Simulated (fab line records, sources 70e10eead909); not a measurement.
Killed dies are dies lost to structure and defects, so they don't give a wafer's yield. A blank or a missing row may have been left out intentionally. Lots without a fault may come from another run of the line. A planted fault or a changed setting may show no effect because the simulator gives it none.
Chamber matching / flow nandHarc / NHARC_P_GATE_DESCUM_93 on rieDiel-10 has 4 sister chambers
The step chemistry O2, time 3 s. 14 wafers are shown with their chamber, then 7 later ones without.

== WAFERS WITH THEIR CHAMBER ==
wafer=L570.2; chamber=3; showerheadPlenumPTorr (Torr)=1.87; drypumpMotorCurrentA (A)=5.6; oesProductAu (a.u.)=0.995
wafer=L570.3; chamber=2; showerheadPlenumPTorr (Torr)=1.94; drypumpMotorCurrentA (A)=5.7; oesProductAu (a.u.)=1.024
wafer=L570.5; chamber=3; showerheadPlenumPTorr (Torr)=1.87; drypumpMotorCurrentA (A)=5.6; oesProductAu (a.u.)=1.006
wafer=L575.1; chamber=2; showerheadPlenumPTorr (Torr)=1.94; drypumpMotorCurrentA (A)=5.8; oesProductAu (a.u.)=1.017
wafer=L575.2; chamber=1; showerheadPlenumPTorr (Torr)=1.91; drypumpMotorCurrentA (A)=5.5; oesProductAu (a.u.)=0.994
wafer=L575.5; chamber=2; showerheadPlenumPTorr (Torr)=1.94; drypumpMotorCurrentA (A)=5.7; oesProductAu (a.u.)=1.001
wafer=L581.2; chamber=3; showerheadPlenumPTorr (Torr)=1.87; drypumpMotorCurrentA (A)=5.6; oesProductAu (a.u.)=1.002
wafer=L581.3; chamber=2; showerheadPlenumPTorr (Torr)=1.94; drypumpMotorCurrentA (A)=5.7; oesProductAu (a.u.)=1.009
wafer=L581.4; chamber=0; showerheadPlenumPTorr (Torr)=2.06; drypumpMotorCurrentA (A)=6.0; oesProductAu (a.u.)=0.990
wafer=L582.2; chamber=3; showerheadPlenumPTorr (Torr)=1.87; drypumpMotorCurrentA (A)=5.6; oesProductAu (a.u.)=1.017
wafer=L582.3; chamber=0; showerheadPlenumPTorr (Torr)=2.06; drypumpMotorCurrentA (A)=6.0; oesProductAu (a.u.)=1.001
wafer=L582.5; chamber=0; showerheadPlenumPTorr (Torr)=2.06; drypumpMotorCurrentA (A)=6.0; oesProductAu (a.u.)=1.006
wafer=L584.1; chamber=0; showerheadPlenumPTorr (Torr)=2.06; drypumpMotorCurrentA (A)=6.0; oesProductAu (a.u.)=1.002
wafer=L584.4; chamber=1; showerheadPlenumPTorr (Torr)=1.90; drypumpMotorCurrentA (A)=5.5; oesProductAu (a.u.)=1.006

SIGNATURES (averages over the wafers above)
reading=showerheadPlenumPTorr; chamber 0=2.0600; chamber 1=1.9050; chamber 2=1.9400; chamber 3=1.8700; scatter within a chamber=0.00224
reading=drypumpMotorCurrentA; chamber 0=6.000; chamber 1=5.500; chamber 2=5.725; chamber 3=5.600; scatter within a chamber=0.0274
reading=oesProductAu; chamber 0=0.99975; chamber 1=1.00000; chamber 2=1.01275; chamber 3=1.00500; scatter within a chamber=0.00874
Rule: distance of a wafer from a chamber = root of the sum over the readings of ((wafer's reading minus chamber's mean) / reading's scatter) squared. If the next closest chamber is less than 2 further off than the closest, the wafer can't be placed; otherwise it belongs to the closest. The scatter is the square root of a quotient: the sum, over the shown wafers, of each reading's squared deviation from its chamber's mean, divided by wafers minus chambers.

== WAFERS WITH NO CHAMBER GIVEN ==
wafer=L584.5; showerheadPlenumPTorr (Torr)=1.87; drypumpMotorCurrentA (A)=5.6; oesProductAu (a.u.)=1.011
wafer=L585.1; showerheadPlenumPTorr (Torr)=1.87; drypumpMotorCurrentA (A)=5.6; oesProductAu (a.u.)=1.001
wafer=L585.3; showerheadPlenumPTorr (Torr)=1.94; drypumpMotorCurrentA (A)=5.7; oesProductAu (a.u.)=1.011
wafer=L585.5; showerheadPlenumPTorr (Torr)=1.90; drypumpMotorCurrentA (A)=5.6; oesProductAu (a.u.)=0.999
wafer=L586.1; showerheadPlenumPTorr (Torr)=1.90; drypumpMotorCurrentA (A)=5.5; oesProductAu (a.u.)=0.992
wafer=L586.3; showerheadPlenumPTorr (Torr)=1.87; drypumpMotorCurrentA (A)=5.6; oesProductAu (a.u.)=1.001
wafer=L586.5; showerheadPlenumPTorr (Torr)=2.06; drypumpMotorCurrentA (A)=6.0; oesProductAu (a.u.)=0.997

== WHICH CHAMBER EACH ONE RAN IN ==
wafer=L584.5; from the rows above=3; in truth=3
wafer=L585.1; from the rows above=3; in truth=3
wafer=L585.3; from the rows above=2; in truth=2
wafer=L585.5; from the rows above=1; in truth=1
wafer=L586.1; from the rows above=1; in truth=1
wafer=L586.3; from the rows above=3; in truth=3
wafer=L586.5; from the rows above=0; in truth=0
7 of 7 placed correctly. Not placeable from these rows: 0. 0 placed wrongly.
